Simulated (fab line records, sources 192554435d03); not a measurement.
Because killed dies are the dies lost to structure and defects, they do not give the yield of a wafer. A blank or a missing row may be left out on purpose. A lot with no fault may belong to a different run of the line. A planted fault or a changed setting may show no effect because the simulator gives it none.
Matching of chambers | flow n5-finfet | rie-diel-03 running N5_BEOL_M3_ETCHBACK_99: 4 sister chambers
The step etches SiO2 in CHF3, target depth 5 nm, time 10.4 s. 8 wafers are shown with their chamber, then 7 later ones without.

WAFERS WITH THEIR CHAMBER
wafer  | chamber | showerhead-plenum-p-Torr (Torr) | drypump-motor-current-A (A)
L080.1 | 3       | 2.20                            | 5.1
L080.2 | 2       | 2.19                            | 5.7
L080.4 | 0       | 2.21                            | 5.1
L081.2 | 3       | 2.20                            | 5.2
L081.3 | 0       | 2.21                            | 5.1
L081.4 | 1       | 2.12                            | 6.4
L088.1 | 1       | 2.11                            | 6.3
L088.3 | 2       | 2.19                            | 5.6

WAFERS WHOSE CHAMBER IS MISSING
wafer  | showerhead-plenum-p-Torr (Torr) | drypump-motor-current-A (A)
L088.6 | 2.20                            | 5.1
L092.3 | 2.20                            | 5.1
L092.4 | 2.19                            | 5.7
L092.5 | 2.11                            | 6.4
L093.1 | 2.19                            | 5.6
L093.2 | 2.20                            | 5.1
L093.6 | 2.19                            | 5.6

WHICH CHAMBER EACH WENT THROUGH
wafer  | from the rows above | in truth
L088.6 | 3                   | 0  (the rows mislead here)
L092.3 | 3                   | 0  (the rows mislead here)
L092.4 | 2                   | 2
L092.5 | 1                   | 1
L093.1 | 2                   | 2
L093.2 | 3                   | 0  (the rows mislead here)
L093.6 | 2                   | 2
Correctly placed: 4 of 7. From these rows, 0 cannot be placed. Placed wrongly: 3.
How it was worked out, from the rows above alone: a wafer's distance from a chamber is the root of the sum, over the readings, of the square of ((its reading less the chamber's mean) divided by the reading's scatter). If the next closest chamber is less than 2 further off than the closest, the wafer can't be placed; otherwise it belongs to the closest. For every chamber, the mean is computed from those of its wafers that are shown. The scatter: take each reading less its chamber's mean, square it, sum over the shown wafers, divide by the number of wafers less the number of chambers, and take the root.
